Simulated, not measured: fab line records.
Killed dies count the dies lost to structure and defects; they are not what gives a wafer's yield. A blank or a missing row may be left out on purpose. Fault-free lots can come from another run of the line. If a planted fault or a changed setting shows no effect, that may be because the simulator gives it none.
Chamber matching :: flow n5-finfet :: N5_BEOL_M10_DESCUM_16 on rie-diel-05 has 4 sister chambers
The step chemistry O2, time 7.9 s. 7 wafers are shown with their chamber, then 8 later ones without.

## WAFERS WITH THEIR CHAMBER
wafer: L077.1
chamber: 0
drypump-motor-current-A (A): 6.2
showerhead-plenum-p-Torr (Torr): 2.04

wafer: L083.1
chamber: 1
drypump-motor-current-A (A): 5.7
showerhead-plenum-p-Torr (Torr): 2.03

wafer: L083.4
chamber: 3
drypump-motor-current-A (A): 4.6
showerhead-plenum-p-Torr (Torr): 2.20

wafer: L089.2
chamber: 3
drypump-motor-current-A (A): 4.6
showerhead-plenum-p-Torr (Torr): 2.20

wafer: L089.3
chamber: 1
drypump-motor-current-A (A): 5.6
showerhead-plenum-p-Torr (Torr): 2.02

wafer: L089.4
chamber: 2
drypump-motor-current-A (A): 5.6
showerhead-plenum-p-Torr (Torr): 2.20

wafer: L090.1
chamber: 2
drypump-motor-current-A (A): 5.6
showerhead-plenum-p-Torr (Torr): 2.20

## WAFERS WHOSE CHAMBER IS MISSING
wafer: L090.4
drypump-motor-current-A (A): 5.6
showerhead-plenum-p-Torr (Torr): 2.02

wafer: L090.5
drypump-motor-current-A (A): 4.6
showerhead-plenum-p-Torr (Torr): 2.19

wafer: L093.1
drypump-motor-current-A (A): 4.6
showerhead-plenum-p-Torr (Torr): 2.19

wafer: L093.2
drypump-motor-current-A (A): 5.7
showerhead-plenum-p-Torr (Torr): 2.02

wafer: L093.4
drypump-motor-current-A (A): 6.2
showerhead-plenum-p-Torr (Torr): 2.03

wafer: L097.2
drypump-motor-current-A (A): 4.6
showerhead-plenum-p-Torr (Torr): 2.19

wafer: L097.4
drypump-motor-current-A (A): 5.7
showerhead-plenum-p-Torr (Torr): 2.01

wafer: L097.5
drypump-motor-current-A (A): 5.6
showerhead-plenum-p-Torr (Torr): 2.01

## THE CHAMBER EACH PASSED THROUGH
wafer: L090.4
from the rows above: 1
in truth: 1

wafer: L090.5
from the rows above: 3
in truth: 3

wafer: L093.1
from the rows above: 3
in truth: 3

wafer: L093.2
from the rows above: 1
in truth: 1

wafer: L093.4
from the rows above: 0
in truth: 0

wafer: L097.2
from the rows above: 3
in truth: 3

wafer: L097.4
from the rows above: 1
in truth: 1

wafer: L097.5
from the rows above: 1
in truth: 1
8 of 8 placed correctly. Left unplaced by these rows: 0. 0 placed wrongly.
How it was worked out, from the rows above alone: a wafer's distance from a chamber is the root of the sum, over the readings, of the square of ((its reading less the chamber's mean) divided by the reading's scatter). If the next closest chamber is less than 2 further off than the closest, the wafer can't be placed; otherwise it belongs to the closest. The mean given for a chamber averages the wafers shown for that chamber. The scatter: take each reading less its chamber's mean, square it, sum over the shown wafers, divide by the number of wafers less the number of chambers, and take the root.
